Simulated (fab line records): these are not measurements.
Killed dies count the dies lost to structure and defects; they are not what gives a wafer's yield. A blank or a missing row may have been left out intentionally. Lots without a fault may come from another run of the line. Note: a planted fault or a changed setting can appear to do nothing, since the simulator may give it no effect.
fab line records	flow nand_harc
record lots=12	wafers=36	last_day=34
route steps=1302 shown A_BLC@1130 A_M0@1150 END@1302
lots that met no fault: from a run of the same line without faults
start_h: the number of hours between the record's first day and the start of the first shown wafer of the lot	wait_h: hours since the lot's step before	" identical to the entry in the row above	L1.1+2: one row covering several wafers at once	- no value present, or no start provided	* or withheld: withheld	< > ~ a bound
route shown NAME@n: NAME is a module with steps in the file, n the number in the route of the first one	usual: average and standard deviation across the fault-free wafers	same: alike in all rows	chamber/n: place in a boat	sites: the reading at each site	_std_site: their standard deviation	_edge_site: mean of outer sites minus mean of inner sites	radius_mm: for every site, how far away it sits from the centre of the wafer	mask NAME#n: copy n	behind: tool/chamber where the wafer was last shaped	hold: why the lot went on hold/how many hours it stayed there/how the hold came to an end	device: names the non-switching transistor (n, p or np)	end of line: the route-end tests of the same wafers	step lacking rows: just its recipe	killed: dies lost to structure and defects at the first sort, not the wafer's yield	map: a wafer's dies, marking killed ones x, the rest . and places with no die _
set.NAME: setting as actually run; set.NAME@STEP: the setting as run at that earlier step	model.NAME: the simulator's own value behind a step, which no gauge read
steps of the route over a sample of lots; a table a step, a row a wafer
services: the hour from which a tool's chamber was out of use, counted from the record's first day as start_h (under 0 if before that day), plus the number of hours and why
## steps
# step NHARC_A_BLC_PVD_32
# recipe target_thk_a=50	chamber_pressure_pa=5	power_w=5000	substrate_temp_c=200	time_s=17.7	material=Ti
# usual throttle_valve_pct=30.6/0.96
lot.wafer	tool	chamber	start_h	wait_h	throttle_valve_pct
L447.3	pvd_sputter-02	-	-	-	30.1
L447.5	"	-	"	"	30.9
L447.6	"	-	"	"	30.1
L448.2	pvd_sputter-02	-	-	-	29.9
L448.5	"	-	"	"	30.3
L448.6	"	-	"	"	30.7
L450.2	pvd_sputter-02	-	-	-	30.0
L450.5	"	-	"	"	30.0
L450.6	"	-	"	"	31.0
L452.1	pvd_sputter-01	-	-	-	30.5
L452.3	"	-	"	"	27.8
L452.5	"	-	"	"	30.8
L451.4	pvd_sputter-03	-	-	-	31.6
L451.1	"	-	"	"	31.1
L451.6	"	-	"	"	31.5
L459.4	pvd_sputter-02	-	-	-	30.2
L459.2	"	-	"	"	30.2
L459.5	"	-	"	"	31.0
L462.1	pvd_sputter-03	-	-	-	32.2
L462.2	"	-	"	"	31.2
L462.5	"	-	"	"	32.4
L460.3	pvd_sputter-03	-	-	-	31.4
L460.2	"	-	"	"	32.4
L460.1	"	-	"	"	30.9
L465.4	pvd_sputter-01	-	-	-	29.4
L465.1	"	-	"	"	30.7
L465.6	"	-	"	"	28.5
L467.4	pvd_sputter-03	-	-	-	31.6
L467.3	"	-	"	"	30.7
L467.6	"	-	"	"	32.0
L470.4	pvd_sputter-02	-	-	-	31.9
L470.3	"	-	"	"	31.0
L470.6	"	-	"	"	31.6
L469.3	pvd_sputter-01	-	-	-	29.7
L469.2	"	-	"	"	28.8
L469.6	"	-	"	"	29.4
# step NHARC_A_BLC_ALD_23
# recipe target_thk_a=30	pulse_time_s=1	ald_cycles=150	temp_c=450	material=TiN
# usual heater_power_w=1059/99	precursor_pulse_height_rel=0.999/0.021
lot.wafer	tool	chamber	start_h	wait_h	heater_power_w	precursor_pulse_height_rel
L447.3	ald_metal-02	0	514.15	-	1010	1.011
L447.5	"	0	"	"	1036	0.969
L447.6	"	1	"	"	1033	1.011
L448.2	ald_metal-04	3	527.46	-	1025	1.002
L448.6	"	0	"	"	1033	1.008
L448.5	"	1	"	"	1120	1.029
L450.2	ald_metal-02	0	540.13	-	992	1.001
L450.5	"	0	"	"	1002	0.994
L450.6	"	1	"	"	1022	1.022
L452.1	ald_metal-02	0	553.39	-	1032	0.965
L452.3	"	3	"	"	980	1.039
L452.5	"	0	"	"	1000	1.026
L451.1	ald_metal-04	2	554.22	-	1022	1.023
L451.4	"	0	"	"	1030	1.013
L451.6	"	3	"	"	1045	0.998
L459.4	ald_metal-01	2	612.53	-	1107	0.990
L459.2	"	3	"	"	1043	0.980
L459.5	"	2	"	"	1136	1.026
L462.1	ald_metal-01	2	666.97	-	1124	0.962
L462.2	"	3	"	"	1062	1.002
L462.5	"	2	"	"	1133	1.016
L460.1	ald_metal-01	1	669.83	-	891	1.038
L460.3	"	3	"	"	1057	1.004
L460.2	"	0	"	"	1256	0.990
L465.1	ald_metal-04	1	709.59	-	1212	0.984
L465.4	"	2	"	"	968	0.995
L465.6	"	1	"	"	1189	0.994
L467.3	ald_metal-01	3	715.60	-	1075	1.018
L467.6	"	0	"	"	1344	1.004
L467.4	"	3	"	"	1075	0.971
L470.4	ald_metal-01	0	745.83	-	1347	0.988
L470.3	"	1	"	"	875	0.990
L470.6	"	3	"	"	1093	0.973
L469.3	ald_metal-04	0	781.13	-	1060	1.049
L469.2	"	1	"	"	1212	0.995
L469.6	"	1	"	"	1242	0.983
# step NHARC_A_M0_DESCUM_14
# recipe time_s=3	o2_flow_sccm=200	ar_flow_sccm=0	bias_power_w=0	chemistry=O2
# usual drypump_motor_current_A=5.7/0.49	mfc_ar_sccm=0.009/0.011	oes_product_au=0.997/0.0072	rf_vpp_V=57.5/0.9	showerhead_plenum_p_Torr=1.87/0.079	throttle_valve_pct=11.311/0.0097
lot.wafer	tool	chamber	start_h	wait_h	drypump_motor_current_A	mfc_ar_sccm	oes_product_au	rf_hours_counter_h	rf_vpp_V	showerhead_plenum_p_Torr	throttle_valve_pct
L447.3	rie_diel-05	1	516.42	0.1	6.2	0	0.986	4.3	57.1	1.81	11.320
L447.5	"	0	"	"	5.7	0.007	0.987	-	59.1	2.02	11.320
L447.6	"	1	"	"	6.2	0	0.989	-	56.9	1.81	11.317
L448.2	rie_diel-05	2	529.61	0.1	6.2	0.006	1.006	5.4	58.9	1.84	11.306
L448.5	"	1	"	"	6.2	0	0.988	-	57.1	1.81	11.317
L448.6	"	2	"	"	6.1	0.006	0.998	-	58.2	1.84	11.318
L450.2	rie_diel-05	3	542.37	0.1	5.2	0	0.994	6.6	57.6	1.89	11.310
L450.6	"	3	"	"	5.2	0	0.983	-	57.5	1.90	11.309
L450.5	"	1	"	"	6.2	0	0.999	-	57.3	1.81	11.305
L452.3	rie_diel-05	3	555.48	0.1	5.2	0	0.992	7.4	56.5	1.89	11.320
L452.1	"	0	"	"	5.7	0.007	0.984	6.7	56.9	2.02	11.305
L452.5	"	0	"	"	5.7	0.007	0.998	-	58.2	2.02	11.305
L451.4	rie_diel-06	3	556.36	0.1	5.5	0.026	0.999	3.9	56.8	1.78	11.322
L451.1	"	0	"	"	5.5	0.016	0.989	4.0	56.7	1.80	11.319
L451.6	"	1	"	"	6.3	0.003	0.989	-	56.4	1.81	11.321
L459.4	rie_diel-05	2	614.74	0.1	6.1	0.006	1.008	0.5	57.9	1.84	11.308
L459.2	"	1	"	"	6.2	0	1.001	0.6	58.2	1.81	11.311
L459.5	"	2	"	"	6.1	0.006	0.999	-	56.0	1.84	11.295
L462.2	rie_diel-05	0	669.16	0.1	5.8	0.007	1.009	2.3	58.3	2.02	11.311
L462.1	"	1	"	"	6.2	0	0.988	2.2	57.9	1.81	11.328
L462.5	"	3	"	"	5.2	0	1.005	-	56.4	1.89	11.303
L460.3	rie_diel-05	2	672.07	0.1	6.1	0.006	1.003	2.5	55.8	1.84	11.306
L460.1	"	0	"	"	5.7	0.007	0.998	2.3	59.2	2.02	11.301
L460.2	"	1	"	"	6.2	0	0.998	2.2	58.9	1.81	11.296
L465.1	rie_diel-13	0	711.67	0.1	5.1	0.017	1.003	0.0	56.3	1.82	11.319
L465.4	"	3	"	"	6.3	0.021	1.004	0.0	59.1	1.79	11.329
L465.6	"	0	"	"	5.1	0.017	1.004	-	57.5	1.82	11.291
L467.4	rie_diel-06	3	717.69	0.1	5.5	0.026	0.999	2.9	56.8	1.78	11.303
L467.3	"	2	"	"	5.0	0	1.006	3.0	57.4	1.95	11.305
L467.6	"	3	"	"	5.5	0.026	0.996	-	56.4	1.78	11.308
L470.4	rie_diel-06	2	748.06	0.1	5.0	0	1.004	7.1	58.4	1.94	11.295
L470.3	"	3	"	"	5.5	0.026	0.993	6.9	57.1	1.77	11.307
L470.6	"	3	"	"	5.5	0.026	0.987	-	55.8	1.77	11.294
L469.2	rie_diel-13	1	783.36	0.1	5.2	0.042	0.998	5.7	57.5	1.83	11.309
L469.3	"	2	"	"	5.0	0.018	0.999	5.6	58.2	1.92	11.307
L469.6	"	1	"	"	5.2	0.042	1.000	-	58.4	1.83	11.293
# step NHARC_A_M0_ETCH_15
# recipe target_depth_a=1500	overetch_a=150	time_s=82.5	c4f8_flow_sccm=withheld	ar_flow_sccm=400	rf_w=600	bias_w=300	chemistry=C4F8/Ar
# usual oes_product_au=0.956/0.021	rf_vpp_V=439.3/2.7	run_length_s=103.9/0.38
lot.wafer	tool	chamber	start_h	wait_h	oes_product_au	rf_hours_counter_h	rf_vpp_V	run_length_s
L447.3	rie_diel-05	1	516.59	-	0.914	4.4	437.3	104.0
L447.6	"	0	"	"	0.913	-	444.7	103.5
L447.5	"	1	"	"	0.925	-	436.4	103.6
L448.2	rie_diel-05	0	529.79	-	0.921	5.3	443.6	104.4
L448.5	"	2	"	"	0.922	-	438.1	104.0
L448.6	"	3	"	"	0.924	-	439.6	103.9
L450.2	rie_diel-05	3	542.58	-	0.936	6.6	441.6	103.9
L450.6	"	1	"	"	0.944	-	437.9	103.9
L450.5	"	0	"	"	0.936	-	445.3	103.6
L452.1	rie_diel-05	1	555.65	-	0.916	6.4	438.9	103.6
L452.3	"	3	"	"	0.928	7.4	441.1	103.9
L452.5	"	2	"	"	0.923	-	440.0	104.1
L451.4	rie_diel-06	1	556.52	-	0.928	4.8	436.6	103.8
L451.1	"	2	"	"	0.928	4.8	443.5	103.3
L451.6	"	1	"	"	0.928	-	437.9	103.8
L459.2	rie_diel-05	0	614.92	-	0.987	0.6	443.4	104.0
L459.4	"	2	"	"	0.966	0.6	439.3	103.9
L459.5	"	3	"	"	0.963	-	440.4	103.8
L462.1	rie_diel-05	0	669.33	-	0.954	2.3	443.5	103.8
L462.2	"	2	"	"	0.969	2.5	439.6	91.2
L462.5	"	1	"	"	0.946	-	437.0	104.0
L460.3	rie_diel-05	2	672.24	-	0.961	2.5	438.7	104.4
L460.1	"	3	"	"	0.960	2.6	439.3	103.5
L460.2	"	0	"	"	0.982	2.4	445.1	90.9
L465.4	rie_diel-13	3	711.85	-	0.977	0.0	436.3	103.9
L465.1	"	0	"	"	0.968	0.0	437.7	105.0
L465.6	"	3	"	"	0.974	-	436.8	103.8
L467.3	rie_diel-06	1	717.86	-	0.962	2.6	436.7	103.7
L467.4	"	3	"	"	0.963	2.9	434.5	103.7
L467.6	"	2	"	"	0.984	-	441.3	104.2
L470.3	rie_diel-06	1	748.24	-	0.958	5.8	436.6	104.1
L470.4	"	3	"	"	0.947	7.0	436.7	104.1
L470.6	"	0	"	"	0.965	-	436.6	103.3
L469.2	rie_diel-13	1	783.55	-	0.951	5.7	438.2	104.1
L469.3	"	2	"	"	0.946	5.6	440.1	104.9
L469.6	"	0	"	"	0.978	-	438.1	104.3
# step NHARC_END_SORT_01
# recipe temp_c=25
# usual defect_limited_yield=90.8/2.2	killed_at_array=58/15	killed_at_other=0.8/1.2	killed_at_periphery=3.5/2.5	killed_dies=62/15	killed_open=3.2/1.7	killed_short=2.4/1.5
# same gross_dies=677
lot.wafer	tool	chamber	start_h	wait_h	defect_limited_yield[%]	killed_at_array	killed_at_other	killed_at_periphery	killed_dies	killed_open	killed_short
L452.1	prober-01	0	595.81	2.5	92.6	43	1	6	50	4	2
L452.3	prober-01	0	597.44	3.1	92.5	48	0	3	51	5	2
L452.5	prober-01	0	599.06	3.8	90.8	58	1	3	62	2	4
L462.1	prober-01	0	707.98	2.5	91.7	52	1	3	56	8	1
L462.2	prober-01	0	708.78	2.8	0	675	0	2	677	4	3
L462.5	prober-01	0	711.15	3.7	90.8	57	2	3	62	7	1
L460.1	prober-02	0	708.06	2.5	94.2	36	0	3	39	3	4
L460.2	prober-02	0	708.86	2.8	0	671	0	6	677	3	3
L460.3	prober-02	0	709.66	3.1	95.1	25	0	8	33	3	3
# killed by level:class
L452.1 A_CHANNEL_HOLE_D1:chamber_film_flake=24 A_CHANNEL_HOLE_D2:chamber_film_flake=12 P_ZERO_WELL:chamber_film_flake=2 A_ZERO_WELL:chamber_film_flake=2 A_CONTACT:chamber_film_flake=2 P_STI:geometric_particle:open=1 P_GATE:geometric_particle:open=1 P_CONTACT:geometric_particle:short=1
L452.3 A_CHANNEL_HOLE_D1:chamber_film_flake=30 A_CHANNEL_HOLE_D2:chamber_film_flake=7 A_CONTACT:chamber_film_flake=3 A_BLC:geometric_particle:open=2 P_M2:chamber_film_flake=2 A_ONON_D1:geometric_particle:short=1 A_ONON_D1:geometric_particle:open=1 A_CHANNEL_FILL_D1:geometric_particle:short=1
L452.5 A_CHANNEL_HOLE_D1:chamber_film_flake=31 A_CHANNEL_HOLE_D2:chamber_film_flake=13 A_CONTACT:chamber_film_flake=4 A_M0:geometric_particle:open=2 A_SLIT:chamber_film_flake=2 A_WL_FILL:chamber_film_flake=2 P_CONTACT:geometric_particle:short=1 A_CHANNEL_FILL_D1:geometric_particle:short=1
L462.1 A_SLIT:chamber_film_flake=33 A_CONTACT:chamber_film_flake=4 A_SGD_CUT:chamber_film_flake=3 A_CHANNEL_FILL_D1:geometric_particle:open=2 A_DECK1_JOINT:chamber_film_flake=2 A_CHANNEL_FILL_D2:chamber_film_flake=2 A_STAIRCASE:chamber_film_flake=2 P_GATE:geometric_particle:open=1
L460.1 A_CHANNEL_HOLE_D1:chamber_film_flake=12 A_CONTACT:chamber_film_flake=5 A_SLIT:chamber_film_flake=4 A_SOURCE_PLATE:geometric_particle:short=2 A_BLC:geometric_particle:open=2 A_DECK1_JOINT:chamber_film_flake=2 A_CHANNEL_HOLE_D2:chamber_film_flake=2 A_STAIRCASE:chamber_film_flake=2
L462.2 A_M0:area_etch=613 A_SLIT:chamber_film_flake=34 A_CHANNEL_HOLE_D1:chamber_film_flake=8 A_SGD_CUT:chamber_film_flake=5 A_CHANNEL_FILL_D2:chamber_film_flake=3 A_CONTACT:chamber_film_flake=3 A_ONON_D2:geometric_particle:short=2 A_STAIRCASE:chamber_film_flake=2
L460.2 A_M0:area_etch=647 A_CHANNEL_HOLE_D1:chamber_film_flake=9 A_DECK1_JOINT:chamber_film_flake=4 A_CHANNEL_FILL_D1:chamber_film_flake=3 P_M0:geometric_particle:open=2 P_GATE:chamber_film_flake=2 P_CONTACT:geometric_particle:short=1 A_CHANNEL_HOLE_D1:geometric_particle:short=1
L460.3 A_CONTACT:chamber_film_flake=8 A_CHANNEL_HOLE_D1:chamber_film_flake=4 P_STI:chamber_film_flake=3 A_SLIT:chamber_film_flake=3 P_GATE:chamber_film_flake=2 A_CHANNEL_HOLE_D2:chamber_film_flake=2 P_CONTACT:geometric_particle:short=1 A_ONON_D1:geometric_particle:open=1
L462.5 A_SLIT:chamber_film_flake=33 A_STAIRCASE:chamber_film_flake=4 A_SGD_CUT:chamber_film_flake=4 A_CONTACT:chamber_film_flake=4 A_CHANNEL_HOLE_D1:chamber_film_flake=3 A_CHANNEL_HOLE_D2:geometric_particle:open=2 HYBRID_BOND:latent=2 P_GATE:geometric_particle:open=1
## services
tool	chamber	start_h	hours	kind
pvd_sputter-02	-	509.27	2.7	repair
rie_diel-13	-	519.00	9.0	pm
ald_metal-01	-	526.00	10.0	pm
pvd_sputter-03	-	526.00	10.0	pm
rie_diel-05	2	537.24	7.2	repair
rie_diel-13	-	541.21	0.1	repair
rie_diel-13	1	547.43	2.7	repair
pvd_sputter-02	-	552.91	0.8	repair
ald_metal-01	-	560.28	1.8	repair
rie_diel-06	2	562.81	5.6	repair
rie_diel-05	-	583.60	9.0	pm
ald_metal-01	0	622.81	3.1	repair
pvd_sputter-02	-	634.13	6.8	repair
rie_diel-06	1	648.42	4.4	repair
ald_metal-01	2	650.20	10.2	repair
rie_diel-06	-	661.20	9.0	pm
rie_diel-06	3	673.63	5.6	repair
ald_metal-01	2	676.37	45.8	repair
ald_metal-01	-	704.00	10.0	pm
ald_metal-01	0	728.57	5.3	repair
rie_diel-05	0	735.03	2.0	repair
pvd_sputter-02	-	735.36	1.2	repair
rie_diel-05	-	760.60	9.0	pm
rie_diel-05	0	778.20	8.0	repair
## key
first_sign step=NHARC_A_M0_ETCH_15	reading=run_length_s	direction=down	sigmas=34	usual=*	struck=*
effect step=NHARC_END_SORT_01	reading=defect_limited_yield	direction=down	sigmas=42	usual=90.8	struck=0
more_kills_born_at NHARC_A_M0_ETCH_15@rie_diel-05=1260
met_at NHARC_A_M0_ETCH_15
struck_lots L460,L462
struck_wafers L460.2,L462.2
later_rows_left_out L460.2,L462.2
not_acting_at NHARC_A_BLC_PVD_32,NHARC_A_BLC_ALD_23,NHARC_A_M0_DESCUM_14
onset_between 614.92 669.33
fault kind=process_parameter_drift	tool=rie_diel-05	chamber=-	onset_h=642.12	steps=NHARC_A_M0_ETCH_15	channel=time_s	offset=*	shape=step	end_h=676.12	scope=struck_wafers_only	acts_in=*	stated=*
# later_rows_left_out: the simulator's readings of these wafers behind a module that went badly wrong aren't trusted and aren't shown, but for the sort
